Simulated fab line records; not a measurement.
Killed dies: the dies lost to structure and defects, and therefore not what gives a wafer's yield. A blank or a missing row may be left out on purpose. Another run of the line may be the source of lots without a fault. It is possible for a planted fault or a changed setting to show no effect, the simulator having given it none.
Split-lot study | flow n5 finfet | 21 wafers read from 7 lots, route of 1938 steps

THE SPLIT ITSELF
At N5_BEOL_M8_ETCH_66 (etches SOC in N2/H2, target depth 80 nm, overetch 16 nm, time 120 s), the setting bias w was moved away from the recipe's 150 W on 7 of the 21 wafers read, by -14.3% to +11.7%. The other wafers ran this setting at the recipe's value.

The split's own step is where the reading is taken.

THE READING
rf vpp V, in V, at N5_BEOL_M8_ETCH_66 (etches SOC in N2/H2, target depth 80 nm, overetch 16 nm, time 120 s). Fault-free wafers of this fab line usually give 524.2 V, standard deviation 2.8 V.

wafer  | tool, chamber at the split | bias w as run, W | against the recipe | rf vpp V, V | against lot-mates on the recipe
L079.1 | rie diel-06, 1             | 150              | recipe             | 527.4       | -
L079.2 | rie diel-06, 0             | 150              | recipe             | 527.8       | -
L079.6 | rie diel-06, 2             | 150              | recipe             | 522.0       | -
L080.2 | rie diel-06, 0             | 138.2            | -7.9%              | 500.3       | -26.2
L080.3 | rie diel-06, 2             | 138.2            | -7.9%              | 497.2       | -29.3
L080.5 | rie diel-06, 0             | 150              | recipe             | 526.5       | -
L082.2 | rie diel-06, 2             | 150              | recipe             | 523.1       | -
L082.3 | rie diel-06, 1             | 150              | recipe             | 527.7       | -
L082.5 | rie diel-06, 1             | 160.6            | +7.1%              | 551.8       | +26.4
L085.1 | rie diel-06, 3             | 150              | recipe             | 525.2       | -
L085.2 | rie diel-06, 1             | 128.5            | -14.3%             | 477.1       | -48.1
L085.5 | rie diel-06, 0             | 128.5            | -14.3%             | 479.0       | -46.2
L093.2 | rie diel-05, 3             | 150              | recipe             | 528.0       | -
L093.4 | rie diel-05, 1             | 167.5            | +11.7%             | 562.6       | +34.6
L093.5 | rie diel-05, 1             | 167.5            | +11.7%             | 565.0       | +37.0
L094.1 | rie diel-05, 3             | 150              | recipe             | 528.2       | -
L094.3 | rie diel-05, 2             | 150              | recipe             | 521.3       | -
L094.5 | rie diel-05, 0             | 150              | recipe             | 522.9       | -
L097.2 | rie diel-01, 1             | 150              | recipe             | 522.1       | -
L097.3 | rie diel-01, 0             | 150              | recipe             | 522.9       | -
L097.6 | rie diel-01, 3             | 150              | recipe             | 522.1       | -

THE FIT
A straight line over all 21 wafers: rf vpp V changes by +3.33 V for each +1% of bias w; r = +0.99; the points scatter about the line by 2.5 V.
The same after taking each lot's own level away (the mean of its wafers on the recipe; 21 wafers): +3.28 V for each +1%; r = +0.99; scatter 2.2 V.
According to that fit, moving bias w by its largest amount changes the reading by 47 V.
From 522.37 to 528.00 V: that is the span of the lots' own levels, equal to 2.0 times the standard deviation above.
The two slopes are in agreement: the lot-to-lot level therefore moves the slope only a little.
Check: for one of the wafers moved furthest among these (-14.3%), held out of the fit, the line's prediction against its lot-mates is -46.9 V. Against them it came out at -48.1 V.
Tool readings at the split's step, against how far the setting was moved: rf vpp V r = +0.99.

ADDITIONAL SPLITS CARRIED BY THESE WAFERS
Note: prior to the reading, these wafers also went through further splits. Each is held against what the fit with the lots' levels taken away leaves over:
other split on the same wafers   | wafers away from the commonest value | r with rf vpp V (lot level and that fit taken away)
N5_BEOL_M4_COAT_67 spin rpm      | 8                                    | -0.25
N5_BEOL_M4_COAT_22 spin rpm      | 6                                    | +0.21
N5_BEOL_M5_ETCH_68 bias w        | 8                                    | -0.32
N5_BEOL_M5_VIA_ETCH_34 bias w    | 9                                    | +0.10
N5_BEOL_M5_ETCH_41 source w      | 2                                    | +0.18
N5_BEOL_M6_DEP_56 time s         | 7                                    | +0.13
N5_BEOL_M7_PECVD_70 time s       | 6                                    | +0.31
N5_BEOL_M7_VIA_ETCH_34 bias w    | 5                                    | +0.30
N5_BEOL_M7_TRENCH_ETCH_37 bias w | 7                                    | +0.16
N5_BEOL_M8_COAT_22 spin rpm      | 8                                    | -0.28

THE WHOLE CHAIN: every reading that the file lists as answering this split, in the file's order
step               | what it does                                                        | reading                                                                          | change (the file's fit)                | r (the file's)
N5_BEOL_M8_ETCH_66 | etches SOC in N2/H2, target depth 80 nm, overetch 16 nm, time 120 s | rf vpp V                                                                         | +3.31 V for each +1% of the setting    | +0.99
N5_BEOL_M8_ETCH_66 | etches SOC in N2/H2, target depth 80 nm, overetch 16 nm, time 120 s | SiARC_of_BEOL_M8_COAT_64.thk nm (the simulator's own value, which no gauge read) | -0.0797 nm for each +1% of the setting | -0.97

FILE'S OWN FIT
rf vpp V changes by +3.31 V for each +1% of bias w, r = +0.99.
